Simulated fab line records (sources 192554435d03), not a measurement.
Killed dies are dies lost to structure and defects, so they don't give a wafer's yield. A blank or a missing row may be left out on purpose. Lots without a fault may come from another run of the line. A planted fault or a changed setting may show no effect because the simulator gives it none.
Which tool was responsible?    flow n5Finfet    72 wafers sampled from 24 lots at 1 step of a route of 1938

WHAT THE GAUGES READ, wafer by wafer
N5_BEOL_M9_CD_MEAS_18: pitch 140 nm, target cd 70 nm.
lot   measured      on        cdNm (nm)
L074  day 9 07:17   cdSem-01  70.4 70.0 70.2
L075  day 9 14:28   cdSem-02  69.9 68.9 69.3
L077  day 9 20:26   cdSem-03  70.1 70.9 70.7
L078  day 10 01:51  cdSem-01  69.4 70.7 68.3
L076  day 10 04:49  cdSem-01  71.4 71.0 70.0
L080  day 10 10:14  cdSem-01  69.4 68.9 69.5
L079  day 10 19:06  cdSem-03  70.7 70.1 71.0
L082  day 11 15:03  cdSem-02  70.5 69.4 69.7
L081  day 11 15:42  cdSem-02  69.9 69.2 69.8
L083  day 11 18:56  cdSem-01  68.1 69.8 69.9
L084  day 12 03:35  cdSem-02  70.0 70.7 70.5
L085  day 12 06:44  cdSem-02  69.5 69.2 69.1
L086  day 12 09:34  cdSem-02  70.7 71.1 70.3
L087  day 12 19:32  cdSem-01  69.7 71.0 70.7
L089  day 12 22:01  cdSem-02  69.1 68.8 70.9
L088  day 13 05:27  cdSem-02  69.2 70.7 69.8
L090  day 13 15:31  cdSem-02  69.7 69.7 71.4
L091  day 13 15:50  cdSem-02  69.4 70.5 69.3
L093  day 14 10:15  cdSem-01  69.5 71.0 70.6
L092  day 14 10:23  cdSem-01  71.2 69.9 70.5
L094  day 14 13:52  cdSem-01  67.8 68.9 68.8
L095  day 15 05:42  cdSem-03  70.1 70.2 70.4
L097  day 15 08:49  cdSem-01  71.3 69.7 70.1
L096  day 15 08:55  cdSem-02  69.1 69.9 68.7

EACH LOT AND THE TOOL THAT RAN IT (in order: tool; ch and the chambers of the sampled wafers; start)
There is no process step in the record ahead of these readings.

WHAT THE TOOLS THEMSELVES READ (means of the sampled wafers that have a number; where no wafer has one, the mark that the record gives instead)
The record holds no such reading with a usual standard deviation.

THE ANSWER, worked out from the rows above alone
Rule: what is usual is taken from the lots themselves. Put in order of their means at a reading, lots are off if they are a third of the lots or fewer, leave a main group of 4 or more, and stand apart from it by a gap of 3 or more times the standard deviation of the main group's means; of several such gaps the widest counts. If all means in a main group match to the digits the tables above print for the reading, that group is not used. A lot without any number at a reading at which 4 lots or more have one is off too. Where the step has rows for the other lots, those lots are counted as sound. Order of review: gauges by route order, followed by the tools' own readings, for which a lot's mean as printed above is used. The first step at which some lot is off is used, and at that step the reading that is off furthest; a lot without a number counts as furthest.
Across all readings shown, no lot is off: no conclusion can be drawn from this.

WHAT THE SIMULATOR PUT IN
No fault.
